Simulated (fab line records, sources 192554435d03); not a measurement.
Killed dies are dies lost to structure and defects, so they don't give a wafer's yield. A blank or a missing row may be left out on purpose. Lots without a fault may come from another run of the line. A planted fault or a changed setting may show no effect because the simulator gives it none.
fab line records | flow n5_finfet | part 2 of 2: steps 5 to 6 of 6
record lots=21 wafers=63 last_day=18
route steps=1938 shown DUMMY_GATE@242 SD_EPI_N@270 SD_EPI_P@308
lots that met no fault: from a run of the same line without faults
start_h: hours from the record's first day to the start of the lot's first wafer shown | wait_h: hours since the lot's step before | " the same as in the row above | L1.1+2: a row that stands for several wafers | - no value, or no start given | * or withheld: withheld | < > ~ a bound
route shown NAME@n: a module of which the file shows steps, and the number in the route of the first | usual: mean/standard deviation of fault-free wafers | same: alike in all rows | chamber/n: place in a boat | sites: the reading at each site | _std_site: their standard deviation | _edge_site: outer sites' mean less inner sites' | radius_mm: how far each site lies from the wafer's centre | mask NAME#n: copy n | behind: the tool/chamber that last shaped the wafer | hold: why the lot was held/for how many hours/how that ended | device: the transistor (n, p or np) that didn't switch | end of line: the same wafers' tests at the end of the route | a step without rows: its recipe alone | killed: dies lost to structure and defects at the first sort, not the wafer's yield | map: a wafer's dies, x killed, . not, _ none there
set.NAME: the setting as run; set.NAME@STEP: as run at that earlier step | model.NAME: the simulator's own value behind a step, which no gauge read
steps of the route over a sample of lots; a table a step, a row a wafer
services: from which hour (start_h, from the record's first day; less than 0 if before it) a tool's chamber was out of use, for how many hours, and why
## steps
# step N5_SD_EPI_P_ETCH_37
# recipe chemistry=N2/H2 target=SOC overetch_a=1080 mask_material=SiARC temp_c=40 ion_energy_ev=100 source_w=3000 bias_w=133 pressure_mtorr=20 time_s=486 n2_flow_sccm=200 h2_flow_sccm=200 ends=end_point
# usual drypump_motor_current_A=5.5/0.32 n2_flow_sccm=200.1/0.62 oes_product_au=0.70/0.074 rf_vpp_V=240.8/1.5 showerhead_plenum_p_Torr=2.54/0.089 throttle_valve_pct=23.8/0.33
# columns lot.wafer tool chamber start_h wait_h drypump_motor_current_A n2_flow_sccm oes_product_au rf_hours_counter_h rf_vpp_V showerhead_plenum_p_Torr throttle_valve_pct
L074.3 rie_diel-04 2 54.75 0.0 5.4 200.3 0.71 130 242.1 2.66 23.6
L074.4 " 1 " " 5.2 200.7 0.81 - 240.3 2.48 23.9
L074.5 " 3 " " 5.2 199.6 0.62 - 239.5 2.41 23.8
L075.1 rie_diel-04 3 62.78 0.0 5.2 199.7 0.62 225 238.6 2.41 23.8
L075.2 " 2 " " 5.5 199.9 0.71 133 242.5 2.66 23.6
L075.5 " 3 " " 5.2 199.7 0.62 - 239.3 2.41 23.8
L077.1 rie_diel-02 0 75.82 0.0 5.8 199.9 0.66 182 243.0 2.62 24.0
L077.3 " 3 " " 5.9 199.0 0.65 182 239.7 2.62 23.9
L077.4 " 1 " " 5.7 199.3 0.62 245 239.1 2.39 23.7
L079.2 rie_diel-04 2 84.26 0.0 5.5 198.9 0.71 140 241.1 2.66 23.6
L079.4 " 3 " " 5.2 199.9 0.62 232 240.6 2.41 23.8
L079.6 " 0 " " 4.9 199.8 0.67 - 242.4 2.65 23.6
L078.1 rie_diel-01 1 85.55 0.0 5.7 199.9 0.66 185 239.6 2.52 24.4
L078.2 " 0 " " 5.9 200.6 0.78 35 241.8 2.58 23.3
L078.5 " 2 " " 5.3 200.7 0.81 - 240.4 2.49 23.2
L080.1 rie_diel-04 0 92.96 0.0 4.9 201.6 0.68 174 240.5 2.65 23.7
L080.2 " 1 " " 5.2 199.8 0.80 39 241.3 2.47 23.9
L080.4 " 3 " " 5.2 200.8 0.61 234 238.7 2.41 23.8
L081.1 rie_diel-02 0 99.84 0.1 5.8 200.1 0.65 187 240.7 2.62 24.0
L081.3 " 0 " " 5.8 199.3 0.66 - 242.7 2.62 24.0
L081.6 " 0 " " 5.8 200.0 0.66 - 241.5 2.62 24.0
L082.1 rie_diel-01 2 106.37 0.0 5.4 200.4 0.81 16 238.3 2.49 23.2
L082.3 " 3 " " 5.3 198.9 0.62 224 241.0 2.50 23.8
L082.5 " 3 " " 5.3 199.6 0.61 - 239.8 2.50 23.7
L083.1 rie_diel-01 2 107.03 0.0 5.4 199.4 0.81 17 241.3 2.49 23.2
L083.3 " 1 " " 5.8 199.0 0.66 188 241.3 2.52 24.4
L083.4 " 0 " " 5.9 199.4 0.77 43 242.5 2.58 23.3
L084.1 rie_diel-01 3 114.44 0.0 5.3 201.2 0.62 227 240.1 2.50 23.8
L084.3 " 2 " " 5.4 200.9 0.80 19 239.4 2.49 23.2
L084.6 " 1 " " 5.7 200.8 0.66 - 238.5 2.52 24.4
L085.3 rie_diel-02 2 122.57 0.0 6.0 200.3 0.68 140 239.2 2.45 24.1
L085.4 " 0 " " 5.8 200.4 0.65 - 240.7 2.62 24.0
L085.5 " 2 " " 6.0 199.7 0.68 - 238.7 2.45 24.1
L086.4 rie_diel-02 0 131.91 0.2 5.8 200.9 0.65 - 242.6 2.62 24.0
L086.5 " 3 " " 5.9 200.0 0.65 - 240.6 2.62 23.9
L086.6 " 2 " " 6.0 200.4 0.68 - 238.4 2.44 24.1
L087.1 rie_diel-01 1 133.84 0.0 5.7 200.2 0.65 196 241.3 2.52 24.4
L087.2 " 3 " " 5.3 200.9 0.61 232 239.9 2.50 23.8
L087.5 " 1 " " 5.8 199.6 0.66 - 241.2 2.52 24.4
L089.1 rie_diel-01 0 142.74 0.0 5.9 199.5 0.75 55 241.5 2.58 23.4
L089.5 " 3 " " 5.3 199.1 0.61 - 239.8 2.50 23.7
L089.6 " 0 " " 5.9 199.4 0.75 - 240.9 2.58 23.4
L090.1 rie_diel-01 2 153.09 0.0 5.4 200.3 0.77 33 240.2 2.49 23.2
L090.2 " 1 " " 5.7 199.8 0.65 204 239.5 2.51 24.4
L090.5 " 3 " " 5.3 199.8 0.61 - 239.2 2.50 23.8
L091.2 rie_diel-04 0 157.94 0.0 5.0 198.9 0.66 186 241.8 2.64 23.7
L091.3 " 2 " " 5.5 200.2 0.69 154 242.6 2.65 23.7
L091.6 " 0 " " 4.9 199.6 0.66 - 240.8 2.64 23.7
L092.1 rie_diel-04 1 164.08 0.0 5.2 201.6 0.77 53 241.7 2.47 23.9
L092.3 " 0 " " 5.0 200.6 0.67 188 243.6 2.64 23.7
L092.4 " 2 " " 5.5 200.2 0.69 155 243.4 2.65 23.7
L093.3 rie_diel-01 1 173.43 0.0 5.8 200.4 0.65 211 240.5 2.51 24.4
L093.5 " 2 " " 5.4 201.0 0.77 - 239.1 2.48 23.2
L093.6 " 3 " " 5.3 199.6 0.60 - 240.0 2.49 23.8
L094.1 rie_diel-02 0 175.36 0.0 5.8 200.5 0.64 216 241.4 2.61 24.0
L094.2 " 1 " " 5.7 200.4 0.85 13 242.6 2.70 23.5
L094.6 " 2 " " 6.0 200.4 0.67 - 238.8 2.44 24.1
L095.2 rie_diel-01 1 184.25 0.0 5.8 199.9 0.66 214 239.9 2.51 24.4
L095.3 " 0 " " 5.9 201.3 0.74 69 241.9 2.57 23.4
L095.5 " 2 " " 5.3 199.9 0.76 - 240.6 2.48 23.2
L097.1 rie_diel-02 3 194.92 0.0 5.9 200.4 0.63 218 243.3 2.61 24.0
L097.4 " 1 " " 5.7 200.4 0.83 18 244.2 2.69 23.5
L097.6 " 1 " " 5.7 201.1 0.84 - 242.5 2.69 23.5
# step N5_SD_EPI_P_ETCHBACK_46
# recipe chemistry=CH3F/O2 mode=anisotropic_etchback target=SiNx target_depth_a=175 stop_on=SiO2 over_etch_frac=0.3 ion_energy_ev=120 pressure_mtorr=30 source_w=395 bias_w=73 Ar_flow_sccm=150 CH3F_flow_sccm=30 O2_flow_sccm=20
# usual CH3F_flow_sccm=30.01/0.095 drypump_motor_current_A=5.5/0.33 oes_product_au=0.67/0.071 rf_vpp_V=296.3/2.3 showerhead_plenum_p_Torr=2.01/0.069 throttle_valve_pct=16.30/0.24
# columns lot.wafer tool chamber start_h wait_h CH3F_flow_sccm drypump_motor_current_A oes_product_au rf_hours_counter_h rf_vpp_V showerhead_plenum_p_Torr throttle_valve_pct
L074.3 rie_diel-04 2 55.07 0.0 29.93 5.5 0.68 130 296.1 2.09 16.27
L074.4 " 1 " " 29.94 5.2 0.77 - 296.6 1.96 16.36
L074.5 " 3 " " 30.07 5.2 0.59 - 296.7 1.89 16.29
L075.1 rie_diel-04 3 63.11 0.0 30.08 5.2 0.59 225 297.9 1.89 16.29
L075.2 " 2 " " 29.97 5.5 0.67 134 295.1 2.09 16.27
L075.5 " 3 " " 30.03 5.2 0.59 - 296.6 1.89 16.30
L077.1 rie_diel-02 0 76.15 0.0 29.90 5.8 0.63 182 296.4 2.08 16.46
L077.3 " 3 " " 30.08 5.9 0.63 182 294.2 2.07 16.41
L077.4 " 1 " " 30.09 5.7 0.59 245 293.8 1.90 16.52
L079.2 rie_diel-04 2 84.59 0.0 30.04 5.5 0.67 140 296.2 2.09 16.29
L079.4 " 3 " " 30.04 5.2 0.59 232 294.6 1.89 16.32
L079.6 " 0 " " 29.94 5.0 0.65 - 296.5 2.07 16.33
L078.1 rie_diel-01 1 85.87 0.0 30.05 5.8 0.63 185 294.6 1.99 16.72
L078.2 " 0 " " 29.97 5.9 0.75 36 291.9 2.04 15.90
L078.5 " 2 " " 30.01 5.4 0.78 - 299.0 1.97 15.87
L080.1 rie_diel-04 0 93.28 0.0 30.06 4.9 0.64 174 298.8 2.07 16.33
L080.2 " 1 " " 29.99 5.2 0.75 39 294.6 1.96 16.35
L080.4 " 3 " " 29.95 5.2 0.59 234 295.5 1.89 16.32
L081.1 rie_diel-02 0 100.32 0.0 29.98 5.8 0.63 187 295.8 2.08 16.48
L081.3 " 0 " " 30.03 5.8 0.62 - 295.9 2.08 16.46
L081.6 " 0 " " 29.95 5.8 0.62 - 294.2 2.08 16.47
L082.1 rie_diel-01 2 106.69 0.0 30.23 5.4 0.78 16 297.1 1.97 15.87
L082.3 " 3 " " 29.88 5.3 0.59 224 301.1 1.98 16.42
L082.5 " 3 " " 29.90 5.3 0.59 - 300.4 1.98 16.40
L083.1 rie_diel-01 2 107.36 0.0 30.10 5.3 0.77 17 296.5 1.97 15.88
L083.3 " 1 " " 29.97 5.8 0.63 188 296.1 1.99 16.74
L083.4 " 0 " " 29.90 5.9 0.73 43 292.1 2.03 15.92
L084.1 rie_diel-01 3 114.77 0.0 29.85 5.3 0.59 227 300.4 1.98 16.41
L084.3 " 2 " " 30.01 5.4 0.77 20 295.7 1.97 15.88
L084.6 " 1 " " 30.04 5.8 0.62 - 297.4 1.99 16.72
L085.3 rie_diel-02 2 122.90 0.0 30.05 6.0 0.65 140 296.7 1.93 16.28
L085.4 " 0 " " 30.04 5.8 0.62 - 297.3 2.07 16.50
L085.5 " 2 " " 29.98 6.0 0.65 - 296.3 1.93 16.29
L086.4 rie_diel-02 0 132.12 0.1 29.77 5.8 0.62 - 297.5 2.07 16.49
L086.5 " 3 " " 30.05 5.9 0.63 - 295.3 2.06 16.43
L086.6 " 2 " " 30.11 6.0 0.65 - 295.9 1.92 16.28
L087.1 rie_diel-01 1 134.17 0.0 30.14 5.7 0.63 196 295.2 1.99 16.74
L087.2 " 3 " " 29.90 5.3 0.59 232 300.4 1.97 16.43
L087.5 " 1 " " 29.96 5.8 0.63 - 295.9 1.99 16.74
L089.1 rie_diel-01 0 143.07 0.0 30.07 5.9 0.72 55 292.4 2.03 15.93
L089.5 " 3 " " 29.97 5.3 0.58 - 299.3 1.97 16.44
L089.6 " 0 " " 29.96 5.9 0.72 - 291.6 2.03 15.94
L090.1 rie_diel-01 2 153.41 0.0 30.08 5.4 0.74 33 297.0 1.96 15.92
L090.2 " 1 " " 29.99 5.7 0.62 204 296.3 1.99 16.75
L090.5 " 3 " " 29.86 5.3 0.58 - 298.9 1.97 16.43
L091.2 rie_diel-04 0 158.27 0.0 29.90 4.9 0.63 186 297.5 2.07 16.35
L091.3 " 2 " " 30.13 5.5 0.66 154 297.5 2.08 16.31
L091.6 " 0 " " 30.15 4.9 0.64 - 299.4 2.06 16.35
L092.1 rie_diel-04 1 164.41 0.0 30.03 5.2 0.74 53 294.0 1.95 16.39
L092.3 " 0 " " 29.85 5.0 0.64 188 297.3 2.06 16.35
L092.4 " 2 " " 30.10 5.5 0.66 156 296.0 2.08 16.33
L093.3 rie_diel-01 1 173.75 0.0 30.07 5.8 0.62 211 295.9 1.99 16.74
L093.5 " 2 " " 29.94 5.4 0.73 - 296.2 1.96 15.91
L093.6 " 3 " " 29.94 5.3 0.58 - 300.2 1.97 16.47
L094.1 rie_diel-02 0 175.69 0.0 30.00 5.8 0.61 216 296.5 2.07 16.54
L094.2 " 1 " " 30.06 5.7 0.82 14 299.0 2.14 16.09
L094.6 " 2 " " 29.81 6.0 0.63 - 296.5 1.92 16.33
L095.2 rie_diel-01 1 184.57 0.0 30.05 5.8 0.61 214 294.9 1.99 16.77
L095.3 " 0 " " 30.00 5.9 0.71 69 293.3 2.03 15.95
L095.5 " 2 " " 30.15 5.4 0.73 - 297.6 1.96 15.93
L097.1 rie_diel-02 3 195.24 0.0 30.11 5.9 0.60 218 294.9 2.06 16.46
L097.4 " 1 " " 30.03 5.7 0.80 19 300.6 2.14 16.10
L097.6 " 1 " " 30.11 5.7 0.81 - 298.7 2.14 16.12
## services
# columns tool chamber start_h hours kind
rie_diel-03 1 31.15 8.8 repair
rie_diel-02 - 35.76 2.0 repair
rie_diel-05 - 47.80 1.1 repair
rie_diel-04 0 49.89 8.4 repair
rie_diel-02 1 50.78 2.9 repair
rie_diel-03 3 54.33 32.3 repair
rie_diel-01 1 93.05 9.4 repair
rie_diel-02 - 94.98 2.8 pm
rie_diel-02 3 98.87 7.9 repair
rie_diel-05 - 117.79 14.6 pm
rie_diel-04 - 128.58 28.1 pm
rie_diel-06 0 131.83 6.3 repair
rie_diel-05 - 143.02 12.1 repair
rie_diel-03 0 160.20 1.9 repair
rie_diel-04 3 170.75 - clean
rie_diel-04 3 170.75 - consumable_replace:focus_ring
rie_diel-04 3 170.75 - consumable_replace:showerhead
rie_diel-04 3 170.75 15.6 scheduled_down
rie_diel-04 3 170.75 15.6 vent_cycle
rie_diel-05 2 178.77 4.2 repair
rie_diel-01 3 183.32 - clean
rie_diel-01 3 183.32 - consumable_replace:focus_ring
rie_diel-01 3 183.32 14.8 scheduled_down
rie_diel-01 3 183.32 14.8 vent_cycle
